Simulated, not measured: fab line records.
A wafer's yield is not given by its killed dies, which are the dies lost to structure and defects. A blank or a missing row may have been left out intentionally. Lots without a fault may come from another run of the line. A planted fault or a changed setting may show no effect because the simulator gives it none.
The tool behind it: which one? -- flow n5Finfet -- 36 wafers sampled from 12 lots at 1 step of a route of 1938

## WHAT THE GAUGES SHOWED, per wafer
N5_BEOL_M14_OVL_MEAS_29.
lot,measured,on,M14_OVL (nm)
L075,day 11 09:26,overlay-02,8 2 8
L077,day 12 00:09,overlay-01,10 4 14
L079,day 12 03:52,overlay-02,5 5 2
L081,day 12 14:25,overlay-01,17 8 3
L083,day 13 03:06,overlay-02,0 2 -1
L085,day 13 14:48,overlay-01,11 10 6
L088,day 14 02:52,overlay-01,1 -10 0
L090,day 14 12:56,overlay-01,-5 -4 11
L091,day 14 15:43,overlay-02,-6 2 -7
L093,day 16 19:35,overlay-02,-5 -4 1
L097,day 16 21:07,overlay-02,-2 -7 9
L096,day 17 21:56,overlay-02,1 -6 3

## EACH LOT AND THE TOOL THAT RAN IT (in order: tool; ch and the chambers of the sampled wafers; start)
Before these readings, the record contains no process step.

## THE ANSWER, worked out from the rows above alone
Rule: the lots themselves supply what counts as usual. Put in order of their means at a reading, lots are off if they are a third of the lots or fewer, leave a main group of 4 or more, and stand apart from it by a gap of 3 or more times the standard deviation of the main group's means; of several such gaps the widest counts. If all means in a main group match to the digits the tables above print for the reading, that group is not used. Also off: a lot with no number at a reading for which 4 or more lots have one. Any other lot the step has rows for is counted as sound.
None of the lots is off at any reading shown; this tells nothing.

## WHAT THE SIMULATOR HAD PUT IN
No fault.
